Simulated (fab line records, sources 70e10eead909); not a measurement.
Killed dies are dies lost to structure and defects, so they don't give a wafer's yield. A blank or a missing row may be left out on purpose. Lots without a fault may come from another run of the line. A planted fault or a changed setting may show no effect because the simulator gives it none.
Which tool did it? | flow nand_harc | 19 lots, 57 wafers sampled, at 6 steps of a route of 1302

WHAT THE GAUGES READ, wafer by wafer
The record holds no reading of a measuring or inspecting step that can be judged against a usual standard deviation.

WHICH TOOL RAN EACH LOT (tool, then ch and the chambers of the sampled wafers, then the start)
lot  | NHARC_A_STAIRCASE_TRIM_12          | NHARC_A_STAIRCASE_DESCUM_186       | NHARC_A_STAIRCASE_TRIM_187         | NHARC_A_STAIRCASE_DESCUM_219       | NHARC_A_STAIRCASE_ETCH_221     | NHARC_A_STAIRCASE_ETCH_225
L074 | rie_diel-05 ch 0,2, day 15 17:05   | rie_diel-05 ch 1,3, day 15 20:38   | rie_diel-05 ch 0,2, day 15 20:43   | rie_diel-11 ch 0,2,3, day 16 00:19 | rie_diel-11 ch 0,2, no start   | rie_diel-11 ch 0,2,3, no start
L075 | rie_diel-05 ch 0,2,3, day 16 00:28 | rie_diel-05 ch 0,1,3, day 16 05:14 | rie_diel-05 ch 0,2,3, day 16 05:19 | rie_diel-05 ch 1,2,3, day 16 08:52 | rie_diel-05 ch 0,1,2, no start | rie_diel-05 ch 0,2,3, no start
L076 | rie_diel-11 ch 0,1,2, day 16 13:45 | rie_diel-05 ch 0,2, day 16 17:28   | rie_diel-05 ch 1,2,3, day 16 17:35 | rie_diel-05 ch 1,2,3, day 16 21:14 | rie_diel-05 ch 2,3, no start   | rie_diel-05 ch 0,2,3, no start
L079 | rie_diel-04 ch 1,3, day 17 07:23   | rie_diel-05 ch 2,3, day 17 12:36   | rie_diel-05 ch 2,3, day 17 12:43   | rie_diel-05 ch 1,3, day 17 16:52   | rie_diel-05 ch 1,2,3, no start | rie_diel-05 ch 1,3, no start
L078 | rie_diel-11 ch 2,3, day 17 07:26   | rie_diel-05 ch 2,3, day 17 11:33   | rie_diel-05 ch 2,3, day 17 11:38   | rie_diel-05 ch 1,3, day 17 15:46   | rie_diel-05 ch 1,2, no start   | rie_diel-05 ch 1,2,3, no start
L080 | rie_diel-11 ch 1,3, day 18 06:29   | rie_diel-04 ch 0,2,3, day 18 09:58 | rie_diel-04 ch 0,1, day 18 10:04   | rie_diel-11 ch 0,1, day 18 13:40   | rie_diel-11 ch 0,1,2, no start | rie_diel-11 ch 1,2,3, no start
L082 | rie_diel-11 ch 0,1,2, day 18 18:32 | rie_diel-04 ch 1,2,3, day 18 22:15 | rie_diel-04 ch 1,2,3, day 18 22:20 | rie_diel-05 ch 0,1,2, day 19 01:56 | rie_diel-05 ch 0,1,3, no start | rie_diel-05 ch 0,2,3, no start
L084 | rie_diel-05 ch 0,1,3, day 20 02:24 | rie_diel-11 ch 0,2,3, day 20 06:15 | rie_diel-11 ch 1,2,3, day 20 06:21 | rie_diel-04 ch 0,1,3, day 20 10:11 | rie_diel-04 ch 1,2,3, no start | rie_diel-04 ch 0,2,3, no start
L087 | rie_diel-05 ch 0,1, day 21 02:20   | rie_diel-11 ch 1,2, day 21 05:56   | rie_diel-11 ch 1,2,3, day 21 06:03 | rie_diel-11 ch 0,2,3, day 21 10:01 | rie_diel-11 ch 2,3, no start   | rie_diel-11 ch 2,3, no start
L088 | rie_diel-05 ch 0,1, day 21 11:35   | rie_diel-04 ch 0,1,2, day 21 15:21 | rie_diel-04 ch 1,2, day 21 15:25   | rie_diel-11 ch 1,2,3, day 21 18:57 | rie_diel-11 ch 0,1,3, no start | rie_diel-11 ch 1,2,3, no start
L090 | rie_diel-04 ch 1,3, day 22 08:03   | rie_diel-11 ch 0,1,2, day 22 12:16 | rie_diel-11 ch 1,2,3, day 22 12:22 | rie_diel-04 ch 1,2,3, day 22 16:04 | rie_diel-04 ch 2,3, no start   | rie_diel-04 ch 1,2, no start
L089 | rie_diel-05 ch 2,3, day 22 08:23   | rie_diel-05 ch 0,1,3, day 22 16:01 | rie_diel-05 ch 0,3, day 22 16:06   | rie_diel-11 ch 1,2,3, day 22 19:58 | rie_diel-11 ch 2,3, no start   | rie_diel-11 ch 0,1,2, no start
L091 | rie_diel-11 ch 0,2,3, day 22 08:29 | rie_diel-05 ch 0,1,2, day 22 12:35 | rie_diel-05 ch 1,2,3, day 22 12:41 | rie_diel-11 ch 1,2,3, day 22 16:28 | rie_diel-11 ch 0,2,3, no start | rie_diel-11 ch 1,2,3, no start
L092 | rie_diel-05 ch 1,2,3, day 23 01:34 | rie_diel-05 ch 0,1,2, day 23 05:10 | rie_diel-05 ch 2,3, day 23 05:16   | rie_diel-05 ch 0,1, day 23 08:57   | rie_diel-05 ch 0,2,3, no start | rie_diel-05 ch 1,2,3, no start
L093 | rie_diel-04 ch 1,3, day 23 15:35   | rie_diel-04 ch 1,3, day 23 19:20   | rie_diel-04 ch 1,2,3, day 23 19:26 | rie_diel-11 ch 1,2,3, day 23 23:41 | rie_diel-11 ch 0,1,2, no start | rie_diel-11 ch 0,2,3, no start
L094 | rie_diel-05 ch 1,2,3, day 23 20:04 | rie_diel-05 ch 0,1,3, day 23 23:38 | rie_diel-05 ch 0,1,2, day 23 23:43 | rie_diel-11 ch 1,2,3, day 24 03:23 | rie_diel-11 ch 0,1,2, no start | rie_diel-11 ch 0,1,3, no start
L095 | rie_diel-04 ch 1,2,3, day 24 20:50 | rie_diel-04 ch 1,2,3, day 25 00:34 | rie_diel-04 ch 1,2,3, day 25 00:41 | rie_diel-11 ch 0,1, day 25 04:24   | rie_diel-11 ch 1,2, no start   | rie_diel-11 ch 1,2,3, no start
L097 | rie_diel-04 ch 2,3, day 25 11:25   | rie_diel-11 ch 1,3, day 25 16:29   | rie_diel-11 ch 0,2,3, day 25 16:36 | rie_diel-05 ch 0,2,3, day 25 20:27 | rie_diel-05 ch 0,2,3, no start | rie_diel-05 ch 2,3, no start
L096 | rie_diel-05 ch 0,2, day 25 16:46   | rie_diel-04 ch 0,2,3, day 25 20:23 | rie_diel-04 ch 0,1,2, day 25 20:30 | rie_diel-05 ch 0,2, day 25 23:58   | rie_diel-05 ch 0,3, no start   | rie_diel-05 ch 0,2,3, no start
- NHARC_A_STAIRCASE_TRIM_12: chemistry O2, time 211.2 s.
- NHARC_A_STAIRCASE_DESCUM_186: chemistry O2, time 3 s.
- NHARC_A_STAIRCASE_TRIM_187: chemistry O2, time 211.2 s.
- NHARC_A_STAIRCASE_DESCUM_219: chemistry O2, time 3 s.
- NHARC_A_STAIRCASE_ETCH_221: etches the open film in C4F8/O2, target depth 100 nm, time 40.5 s.
- NHARC_A_STAIRCASE_ETCH_225: etches the open film in C4F8/O2, target depth 100 nm, time 40.5 s.

WHAT THE TOOLS THEMSELVES READ (means of the sampled wafers that have a number; where no wafer has one, the mark that the record gives instead)
NHARC_A_STAIRCASE_TRIM_12.
lot  | tool        | drypump_motor_current_A (A) | mfc_ar_sccm (sccm) | o2_flow_sccm (sccm) | oes_product_au (a.u.) | rf_vpp_V (V) | showerhead_plenum_p_Torr (Torr) | throttle_valve_pct (%)
L074 | rie_diel-05 | 5.8                         | 0.012              | 498.2               | 0.993                 | 58.0         | 3.56                            | 17.041
L075 | rie_diel-05 | 5.6                         | 0.017              | 499.7               | 0.991                 | 57.7         | 3.44                            | 17.028
L076 | rie_diel-11 | 6.0                         | 0.001              | 500.3               | 1.001                 | 58.9         | 3.48                            | 17.032
L079 | rie_diel-04 | 5.9                         | 0.000              | 500.8               | 0.995                 | 57.8         | 3.60                            | 17.040
L078 | rie_diel-11 | 5.7                         | 0.009              | 499.0               | 0.994                 | 57.6         | 3.29                            | 17.040
L080 | rie_diel-11 | 5.8                         | 0.009              | 501.2               | 1.009                 | 57.8         | 3.40                            | 17.036
L082 | rie_diel-11 | 6.0                         | 0.001              | 498.7               | 1.003                 | 57.4         | 3.47                            | 17.043
L084 | rie_diel-05 | 5.7                         | 0.017              | 500.0               | 1.003                 | 58.5         | 3.62                            | 17.045
L087 | rie_diel-05 | 5.9                         | 0.012              | 500.7               | 1.000                 | 57.6         | 3.56                            | 17.030
L088 | rie_diel-05 | 5.9                         | 0.012              | 500.0               | 1.000                 | 58.2         | 3.56                            | 17.033
L090 | rie_diel-04 | 5.9                         | 0.000              | 500.7               | 1.008                 | 57.5         | 3.58                            | 17.044
L089 | rie_diel-05 | 5.9                         | 0.011              | 500.8               | 1.000                 | 58.0         | 3.50                            | 17.037
L091 | rie_diel-11 | 5.9                         | 0.004              | 500.3               | 1.000                 | 57.3         | 3.52                            | 17.037
L092 | rie_diel-05 | 6.0                         | 0.011              | 499.5               | 0.999                 | 58.9         | 3.51                            | 17.024
L093 | rie_diel-04 | 6.0                         | 0.000              | 500.7               | 1.003                 | 57.7         | 3.57                            | 17.035
L094 | rie_diel-05 | 6.0                         | 0.011              | 499.5               | 1.000                 | 57.2         | 3.51                            | 17.039
L095 | rie_diel-04 | 5.8                         | 0.012              | 499.5               | 1.004                 | 57.7         | 3.58                            | 17.028
L097 | rie_diel-04 | 5.9                         | 0.025              | 501.0               | 1.001                 | 57.3         | 3.50                            | 17.032
L096 | rie_diel-05 | 6.1                         | 0.007              | 500.8               | 1.009                 | 57.5         | 3.43                            | 17.033

NHARC_A_STAIRCASE_DESCUM_186.
lot  | tool        | drypump_motor_current_A (A) | mfc_ar_sccm (sccm) | o2_flow_sccm (sccm) | oes_product_au (a.u.) | rf_vpp_V (V) | showerhead_plenum_p_Torr (Torr) | throttle_valve_pct (%)
L074 | rie_diel-05 | 6.1                         | 0.011              | 200.3               | 0.999                 | 57.6         | 1.83                            | 11.320
L075 | rie_diel-05 | 5.7                         | 0.017              | 200.3               | 0.990                 | 57.4         | 1.87                            | 11.317
L076 | rie_diel-05 | 6.0                         | 0.007              | 200.0               | 0.997                 | 57.8         | 1.88                            | 11.321
L079 | rie_diel-05 | 5.9                         | 0.011              | 200.4               | 0.990                 | 57.2         | 1.80                            | 11.316
L078 | rie_diel-05 | 5.4                         | 0.022              | 199.4               | 0.994                 | 56.7         | 1.79                            | 11.312
L080 | rie_diel-04 | 5.7                         | 0.026              | 200.0               | 0.998                 | 58.6         | 1.88                            | 11.315
L082 | rie_diel-04 | 5.8                         | 0.012              | 199.7               | 0.998                 | 58.0         | 1.96                            | 11.308
L084 | rie_diel-11 | 5.9                         | 0.004              | 199.3               | 1.000                 | 58.0         | 1.91                            | 11.314
L087 | rie_diel-11 | 5.7                         | 0.001              | 199.8               | 0.991                 | 57.7         | 1.91                            | 11.309
L088 | rie_diel-04 | 5.4                         | 0.026              | 199.4               | 1.002                 | 57.9         | 1.92                            | 11.302
L090 | rie_diel-11 | 5.9                         | 0.001              | 199.9               | 0.999                 | 57.9         | 1.87                            | 11.310
L089 | rie_diel-05 | 5.7                         | 0.017              | 199.5               | 0.998                 | 58.8         | 1.96                            | 11.305
L091 | rie_diel-05 | 6.1                         | 0.006              | 200.5               | 1.004                 | 57.4         | 1.87                            | 11.313
L092 | rie_diel-05 | 6.1                         | 0.006              | 199.8               | 0.997                 | 58.2         | 1.87                            | 11.318
L093 | rie_diel-04 | 5.9                         | 0.000              | 200.6               | 1.008                 | 57.9         | 1.94                            | 11.315
L094 | rie_diel-05 | 5.7                         | 0.017              | 200.3               | 1.009                 | 58.7         | 1.96                            | 11.314
L095 | rie_diel-04 | 5.7                         | 0.012              | 199.8               | 1.006                 | 57.8         | 1.94                            | 11.317
L097 | rie_diel-11 | 5.8                         | 0.006              | 200.4               | 0.991                 | 58.9         | 1.99                            | 11.308
L096 | rie_diel-04 | 5.7                         | 0.026              | 199.7               | 1.012                 | 56.7         | 1.86                            | 11.309

NHARC_A_STAIRCASE_TRIM_187.
lot  | tool        | drypump_motor_current_A (A) | mfc_ar_sccm (sccm) | o2_flow_sccm (sccm) | oes_product_au (a.u.) | rf_vpp_V (V) | showerhead_plenum_p_Torr (Torr) | throttle_valve_pct (%)
L074 | rie_diel-05 | 6.0                         | 0.007              | 498.9               | 0.986                 | 57.7         | 3.47                            | 17.034
L075 | rie_diel-05 | 5.6                         | 0.017              | 499.6               | 0.997                 | 58.5         | 3.44                            | 17.039
L076 | rie_diel-05 | 6.0                         | 0.011              | 498.8               | 0.998                 | 57.5         | 3.36                            | 17.037
L079 | rie_diel-05 | 5.9                         | 0.011              | 500.0               | 0.987                 | 57.2         | 3.33                            | 17.037
L078 | rie_diel-05 | 5.9                         | 0.011              | 500.6               | 0.987                 | 57.2         | 3.33                            | 17.037
L080 | rie_diel-04 | 5.3                         | 0.013              | 499.6               | 1.013                 | 58.4         | 3.63                            | 17.037
L082 | rie_diel-04 | 5.8                         | 0.012              | 501.1               | 1.001                 | 57.7         | 3.60                            | 17.035
L084 | rie_diel-11 | 5.7                         | 0.005              | 498.8               | 1.003                 | 58.1         | 3.58                            | 17.029
L087 | rie_diel-11 | 5.7                         | 0.005              | 500.0               | 0.996                 | 57.5         | 3.58                            | 17.040
L088 | rie_diel-04 | 5.5                         | 0.012              | 500.2               | 0.993                 | 58.5         | 3.67                            | 17.028
L090 | rie_diel-11 | 5.7                         | 0.005              | 502.0               | 1.004                 | 57.9         | 3.57                            | 17.036
L089 | rie_diel-05 | 5.2                         | 0.027              | 500.9               | 1.008                 | 58.4         | 3.74                            | 17.037
L091 | rie_diel-05 | 6.0                         | 0.011              | 499.4               | 0.995                 | 57.1         | 3.52                            | 17.042
L092 | rie_diel-05 | 5.4                         | 0.022              | 500.7               | 1.008                 | 58.6         | 3.64                            | 17.050
L093 | rie_diel-04 | 5.8                         | 0.012              | 498.9               | 1.010                 | 58.3         | 3.58                            | 17.043
L094 | rie_diel-05 | 6.1                         | 0.006              | 499.9               | 1.003                 | 57.6         | 3.46                            | 17.031
L095 | rie_diel-04 | 5.8                         | 0.012              | 499.7               | 1.014                 | 57.6         | 3.57                            | 17.038
L097 | rie_diel-11 | 5.9                         | 0.004              | 499.7               | 0.997                 | 57.6         | 3.50                            | 17.033
L096 | rie_diel-04 | 5.4                         | 0.026              | 500.3               | 1.006                 | 58.1         | 3.52                            | 17.038

NHARC_A_STAIRCASE_DESCUM_219.
lot  | tool        | drypump_motor_current_A (A) | mfc_ar_sccm (sccm) | o2_flow_sccm (sccm) | oes_product_au (a.u.) | rf_vpp_V (V) | showerhead_plenum_p_Torr (Torr) | throttle_valve_pct (%)
L074 | rie_diel-11 | 6.0                         | 0.004              | 199.1               | 1.009                 | 57.7         | 1.82                            | 11.311
L075 | rie_diel-05 | 5.9                         | 0.011              | 199.2               | 1.002                 | 57.2         | 1.82                            | 11.308
L076 | rie_diel-05 | 6.0                         | 0.011              | 200.2               | 0.987                 | 57.3         | 1.82                            | 11.310
L079 | rie_diel-05 | 6.1                         | 0.011              | 200.4               | 0.991                 | 57.7         | 1.82                            | 11.314
L078 | rie_diel-05 | 6.0                         | 0.011              | 199.5               | 0.992                 | 57.9         | 1.82                            | 11.310
L080 | rie_diel-11 | 6.0                         | 0.001              | 200.6               | 1.004                 | 57.9         | 1.95                            | 11.317
L082 | rie_diel-05 | 6.2                         | 0.006              | 199.5               | 1.002                 | 57.9         | 1.88                            | 11.318
L084 | rie_diel-04 | 5.6                         | 0.013              | 200.5               | 0.998                 | 58.1         | 1.91                            | 11.306
L087 | rie_diel-11 | 5.9                         | 0.004              | 199.8               | 0.995                 | 58.4         | 1.91                            | 11.325
L088 | rie_diel-11 | 5.7                         | 0.005              | 200.3               | 0.996                 | 58.5         | 1.94                            | 11.314
L090 | rie_diel-04 | 5.7                         | 0.012              | 199.5               | 1.002                 | 58.3         | 1.95                            | 11.299
L089 | rie_diel-11 | 5.7                         | 0.005              | 200.1               | 1.013                 | 57.3         | 1.94                            | 11.311
L091 | rie_diel-11 | 5.7                         | 0.005              | 200.1               | 1.007                 | 57.1         | 1.94                            | 11.312
L092 | rie_diel-05 | 6.2                         | 0.006              | 199.4               | 0.993                 | 57.4         | 1.88                            | 11.308
L093 | rie_diel-11 | 5.7                         | 0.005              | 200.1               | 1.000                 | 58.0         | 1.94                            | 11.310
L094 | rie_diel-11 | 5.7                         | 0.005              | 200.3               | 0.995                 | 57.8         | 1.94                            | 11.308
L095 | rie_diel-11 | 6.0                         | 0.001              | 199.9               | 0.997                 | 57.6         | 1.94                            | 11.303
L097 | rie_diel-05 | 5.6                         | 0.017              | 199.6               | 1.008                 | 58.3         | 1.94                            | 11.308
L096 | rie_diel-05 | 6.0                         | 0.007              | 200.0               | 0.998                 | 57.2         | 1.86                            | 11.304

NHARC_A_STAIRCASE_ETCH_221.
lot  | tool        | oes_product_au (a.u.) | rf_vpp_V (V)
L074 | rie_diel-11 | 0.932                 | 890
L075 | rie_diel-05 | 0.933                 | 894
L076 | rie_diel-05 | 0.928                 | 888
L079 | rie_diel-05 | 0.927                 | 890
L078 | rie_diel-05 | 0.929                 | 892
L080 | rie_diel-11 | 0.955                 | 894
L082 | rie_diel-05 | 0.955                 | 900
L084 | rie_diel-04 | 0.930                 | 897
L087 | rie_diel-11 | 0.925                 | 899
L088 | rie_diel-11 | 0.947                 | 900
L090 | rie_diel-04 | 0.944                 | 896
L089 | rie_diel-11 | 0.939                 | 893
L091 | rie_diel-11 | 0.925                 | 895
L092 | rie_diel-05 | 0.953                 | 898
L093 | rie_diel-11 | 0.953                 | 893
L094 | rie_diel-11 | 0.934                 | 893
L095 | rie_diel-11 | 0.952                 | 890
L097 | rie_diel-05 | 0.941                 | 898
L096 | rie_diel-05 | 0.948                 | 903

NHARC_A_STAIRCASE_ETCH_225.
lot  | tool        | oes_product_au (a.u.) | rf_vpp_V (V)
L074 | rie_diel-11 | 0.943                 | 890
L075 | rie_diel-05 | 0.937                 | 892
L076 | rie_diel-05 | 0.939                 | 893
L079 | rie_diel-05 | 0.937                 | 891
L078 | rie_diel-05 | 0.927                 | 890
L080 | rie_diel-11 | 0.945                 | 891
L082 | rie_diel-05 | 0.959                 | 899
L084 | rie_diel-04 | 0.935                 | 894
L087 | rie_diel-11 | 0.959                 | 900
L088 | rie_diel-11 | 0.944                 | 897
L090 | rie_diel-04 | 0.923                 | 898
L089 | rie_diel-11 | 0.940                 | 893
L091 | rie_diel-11 | 0.928                 | 898
L092 | rie_diel-05 | 0.942                 | 895
L093 | rie_diel-11 | 0.943                 | 895
L094 | rie_diel-11 | 0.944                 | 899
L095 | rie_diel-11 | 0.953                 | 896
L097 | rie_diel-05 | 0.938                 | 894
L096 | rie_diel-05 | 0.947                 | 898

THE ANSWER, worked out from the rows above alone
Rule: what is usual is taken from the lots themselves. Put in order of their means at a reading, lots are off if they are a third of the lots or fewer, leave a main group of 4 or more, and stand apart from it by a gap of 3 or more times the standard deviation of the main group's means; of several such gaps the widest counts. A main group whose means are all the same, to the digits that the tables above print for the reading, isn't used. A lot without any number at a reading at which 4 lots or more have one is off too. The other lots that the step has rows for count as sound. The gauges are gone through in route order, then the tools' own readings, and for those a lot's mean is taken as printed above. The first step at which some lot is off is used, and at that step the reading that is off furthest; a lot without a number counts as furthest.
No lot is off at any reading shown: from this, nothing can be told.

WHAT THE SIMULATOR HAD PUT IN
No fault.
